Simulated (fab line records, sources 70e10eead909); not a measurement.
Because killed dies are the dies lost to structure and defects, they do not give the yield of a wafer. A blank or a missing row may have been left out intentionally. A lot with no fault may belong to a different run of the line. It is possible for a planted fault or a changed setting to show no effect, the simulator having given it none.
A lot that was struck, set against a sound lot -- flow nand_harc -- 15 out of 1302 route steps
Sound: the wafers L889.1, L889.2, L889.3. Struck: wafers L880.2, L880.3, L880.5. At the end, the cause is stated.
Each step with rows lists, per side, the tool, then ch with its chambers, then its first start. Under that, the readings that differ: sound wafers -- struck wafers -- difference of the means -- sigmas: that difference in standard deviations of wafers without a fault.
alike: readings whose means differ by less than 2 such deviations, and words and numbers that are the same on both sides. not compared: withheld readings, readings that some wafer has no value for, bounds like >300 that may hide the same value, and numbers for which the record gives no deviation and whose values overlap.
The two part at a step that has a row with sigmas, a row that says differs or no value, or rows on one side only. Numbers that have no deviation but don't overlap get no sigmas and don't part them. A reading missing from all wafers of one side parts the sides only when that side holds two or more wafers.

first, 3 steps without rows for these wafers: NHARC_A_CONTACT_ETCH_130 (etches the open film in C4F8/O2/Ar, time 197 s, target depth 1918 nm); NHARC_A_CONTACT_ETCH_131 (etches the open film in C4F8/O2/Ar, time 197 s, target depth 1918 nm); NHARC_A_CONTACT_ETCH_132 (etches the open film in C4F8/O2/Ar, time 197 s, target depth 1924 nm).
NHARC_A_CONTACT_ETCH_133: etches the open film in C4F8/O2/Ar, time 374 s, target depth 1610 nm.
  sound on har_cap_etch-03 ch 0,1, day 30 10:47; struck on har_cap_etch-03 ch 0,1, day 26 23:04
  not compared: rf_hours_counter_h
NHARC_A_CONTACT_ETCH_91: etches the open film in CH3F/O2, target depth 40 nm, time 85.7 s.
  sound on rie_diel-11 ch 0,2,3, day 30 11:35; struck on rie_diel-03 ch 0,2,3, day 26 23:56
reading,sound,struck,difference,sigmas
oes_product_au (a.u.),1.01 1.00 1.02,0.92 0.93 0.94,-0.08,-2
  alike: bias_w, drypump_motor_current_A, rf_vpp_V, showerhead_plenum_p_Torr, throttle_valve_pct
  not compared: rf_hours_counter_h
NHARC_A_CONTACT_ETCH_97: etches the open film in C4F6/O2, target depth 20 nm, time 10 s.
  sound: rie_diel-11 ch 1,2,3; struck: rie_diel-03 ch 0,1,3
reading,sound,struck,difference,sigmas
oes_product_au (a.u.),1.027 1.003 0.996,0.968 0.938 0.948,-0.057,-2
  alike: bias_w, drypump_motor_current_A, rf_vpp_V, showerhead_plenum_p_Torr, throttle_valve_pct
  not compared: rf_hours_counter_h
NHARC_A_CONTACT_CD_MEAS_80:
  struck on cd_sem-01, day 27 00:08; sound on cd_sem-01, day 30 11:47
  alike: cd_nm
then, 3 steps without rows for these wafers: NHARC_A_CONTACT_STRIP_103 (strips in N2/H2); NHARC_A_CONTACT_STRIP_104 (strips in CF4/CHF3); NHARC_A_CONTACT_STRIP_105 (strips in O2/COS).
NHARC_A_CONTACT_ETCH_106: etches the open film in CF4/O2, target depth 90 nm, overetch 9 nm, time 49.5 s.
  sound on rie_diel-11 ch 0,2,3, day 30 12:05; struck on rie_diel-10 ch 0,1,3, day 27 00:25
  alike: bias_w, drypump_motor_current_A, oes_product_au, rf_vpp_V, showerhead_plenum_p_Torr, throttle_valve_pct
  not compared: rf_hours_counter_h
NHARC_A_CONTACT_STRIP_82: strips in O2.
  sound: rie_diel-11 ch 0,1,2; struck: rie_diel-10 ch 0,2,3
  alike: chamber_pressure_mTorr, drypump_motor_current_A, oes_product_au, rf_vpp_V, showerhead_plenum_p_Torr, throttle_valve_pct
  not compared: rf_hours_counter_h
NHARC_A_CONTACT_STRIP_83: strips in post etch residue remover, time 600 s.
  sound on wet_bench-05 ch 0,3,4, day 30 12:28; struck on wet_bench-04 ch 0,1,6, day 27 00:50
  no value came back on the struck wafers for bath_heat_duty_pct (%), run_length_s (s); on the sound wafers bath_heat_duty_pct (%) reads 13.8 10.9 10.9
then, 1 step without rows for these wafers: NHARC_A_CONTACT_DEP_84 (deposits aC, target thk 2800 nm).
-- break in the record here, with 2 days between the starts of the struck wafers on either side (left off in module A_CONTACT, picked up again in module END, where the first step shown is number 1302 on the route) --
NHARC_END_SORT_01:
  the record has rows for the struck wafers here (prober-01 ch 0, day 29 08:42) and none for the sound ones

WHERE THEY PART
First at NHARC_A_CONTACT_ETCH_91; last, within this record, at NHARC_END_SORT_01.

WHY: what the simulator had put in
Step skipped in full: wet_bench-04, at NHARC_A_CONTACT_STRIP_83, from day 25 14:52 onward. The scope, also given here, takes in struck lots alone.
